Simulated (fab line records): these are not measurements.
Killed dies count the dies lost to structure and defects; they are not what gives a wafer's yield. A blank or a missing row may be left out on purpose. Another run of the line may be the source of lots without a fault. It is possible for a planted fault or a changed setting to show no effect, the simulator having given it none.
Chamber matching || flow nandHarc || 4 sister chambers for NHARC_A_WL_FILL_ALD_02 on aldMetal-03
The step deposits TiN, target thk 2 nm, pulse time 3 s, ald cycles 100. 22 wafers are shown with their chamber, then 11 later ones without.

== WAFERS PAIRED WITH THEIR CHAMBERS ==
{"wafer": "L074.1", "chamber": 1, "heaterPowerW (W)": 1061, "precursorPulseHeightRel": 0.995}
{"wafer": "L074.5", "chamber": 3, "heaterPowerW (W)": 1018, "precursorPulseHeightRel": 1.024}
{"wafer": "L074.6", "chamber": 2, "heaterPowerW (W)": 999, "precursorPulseHeightRel": 0.968}
{"wafer": "L075.1", "chamber": 3, "heaterPowerW (W)": 1037, "precursorPulseHeightRel": 0.996}
{"wafer": "L075.2", "chamber": 2, "heaterPowerW (W)": 989, "precursorPulseHeightRel": 0.982}
{"wafer": "L075.3", "chamber": 1, "heaterPowerW (W)": 1035, "precursorPulseHeightRel": 0.966}
{"wafer": "L077.1", "chamber": 2, "heaterPowerW (W)": 1023, "precursorPulseHeightRel": 1.046}
{"wafer": "L077.2", "chamber": 1, "heaterPowerW (W)": 1052, "precursorPulseHeightRel": 1.024}
{"wafer": "L077.6", "chamber": 1, "heaterPowerW (W)": 1073, "precursorPulseHeightRel": 1.010}
{"wafer": "L081.3", "chamber": 0, "heaterPowerW (W)": 1169, "precursorPulseHeightRel": 1.016}
{"wafer": "L081.4", "chamber": 1, "heaterPowerW (W)": 1037, "precursorPulseHeightRel": 1.014}
{"wafer": "L081.6", "chamber": 2, "heaterPowerW (W)": 1009, "precursorPulseHeightRel": 0.996}
{"wafer": "L080.2", "chamber": 3, "heaterPowerW (W)": 1024, "precursorPulseHeightRel": 0.981}
{"wafer": "L080.3", "chamber": 1, "heaterPowerW (W)": 1062, "precursorPulseHeightRel": 0.952}
{"wafer": "L080.4", "chamber": 2, "heaterPowerW (W)": 999, "precursorPulseHeightRel": 1.004}
{"wafer": "L082.1", "chamber": 1, "heaterPowerW (W)": 1068, "precursorPulseHeightRel": 1.017}
{"wafer": "L082.2", "chamber": 3, "heaterPowerW (W)": 1042, "precursorPulseHeightRel": 1.000}
{"wafer": "L082.5", "chamber": 3, "heaterPowerW (W)": 1050, "precursorPulseHeightRel": 1.032}
{"wafer": "L088.1", "chamber": 0, "heaterPowerW (W)": 1202, "precursorPulseHeightRel": 1.011}
{"wafer": "L088.2", "chamber": 1, "heaterPowerW (W)": 1072, "precursorPulseHeightRel": 0.973}
{"wafer": "L088.4", "chamber": 3, "heaterPowerW (W)": 1025, "precursorPulseHeightRel": 0.968}
{"wafer": "L087.1", "chamber": 3, "heaterPowerW (W)": 1030, "precursorPulseHeightRel": 1.019}

SIGNATURES, as means of the wafers listed above
{"reading": "heaterPowerW", "chamber 0": 1185.50, "chamber 1": 1057.50, "chamber 2": 1003.80, "chamber 3": 1032.29, "scatter within a chamber": 14}
{"reading": "precursorPulseHeightRel", "chamber 0": 1.01350, "chamber 1": 0.99387, "chamber 2": 0.99920, "chamber 3": 1.00286, "scatter within a chamber": 0.0257}
Rule: a wafer lies at a distance from a chamber equal to the root of the sum of squares, over the readings, of (its reading less the chamber's mean, divided by the reading's scatter). If the next closest chamber is less than 2 further off than the closest, the wafer can't be placed; otherwise it belongs to the closest. How the scatter is found: for the shown wafers, subtract from each reading the mean of its chamber, square and add these, divide the total by (wafers less chambers), then take the root.

== WAFERS WHOSE CHAMBER IS MISSING ==
{"wafer": "L087.2", "heaterPowerW (W)": 1210, "precursorPulseHeightRel": 1.001}
{"wafer": "L087.3", "heaterPowerW (W)": 1072, "precursorPulseHeightRel": 0.985}
{"wafer": "L089.3", "heaterPowerW (W)": 977, "precursorPulseHeightRel": 0.996}
{"wafer": "L089.5", "heaterPowerW (W)": 1180, "precursorPulseHeightRel": 1.017}
{"wafer": "L089.6", "heaterPowerW (W)": 1033, "precursorPulseHeightRel": 0.999}
{"wafer": "L094.1", "heaterPowerW (W)": 1051, "precursorPulseHeightRel": 1.013}
{"wafer": "L094.3", "heaterPowerW (W)": 1203, "precursorPulseHeightRel": 0.981}
{"wafer": "L094.6", "heaterPowerW (W)": 1179, "precursorPulseHeightRel": 1.001}
{"wafer": "L095.3", "heaterPowerW (W)": 1187, "precursorPulseHeightRel": 0.992}
{"wafer": "L095.5", "heaterPowerW (W)": 1019, "precursorPulseHeightRel": 1.000}
{"wafer": "L095.6", "heaterPowerW (W)": 1176, "precursorPulseHeightRel": 0.982}

== EACH ONE'S CHAMBER ==
{"wafer": "L087.2", "from the rows above": 0, "in truth": 0}
{"wafer": "L087.3", "from the rows above": "can't be placed: 1 or 3", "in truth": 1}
{"wafer": "L089.3", "from the rows above": 2, "in truth": 2}
{"wafer": "L089.5", "from the rows above": 0, "in truth": 0}
{"wafer": "L089.6", "from the rows above": "can't be placed: 3 or 1 or 2", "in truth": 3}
{"wafer": "L094.1", "from the rows above": "can't be placed: 1 or 3", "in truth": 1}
{"wafer": "L094.3", "from the rows above": 0, "in truth": 0}
{"wafer": "L094.6", "from the rows above": 0, "in truth": 0}
{"wafer": "L095.3", "from the rows above": 0, "in truth": 0}
{"wafer": "L095.5", "from the rows above": "can't be placed: 3 or 2 or 1", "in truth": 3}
{"wafer": "L095.6", "from the rows above": 0, "in truth": 0}
7 of 11 placed correctly. From these rows, 4 cannot be placed; in 4 the true chamber is one of the candidates. Placed wrongly: 0.
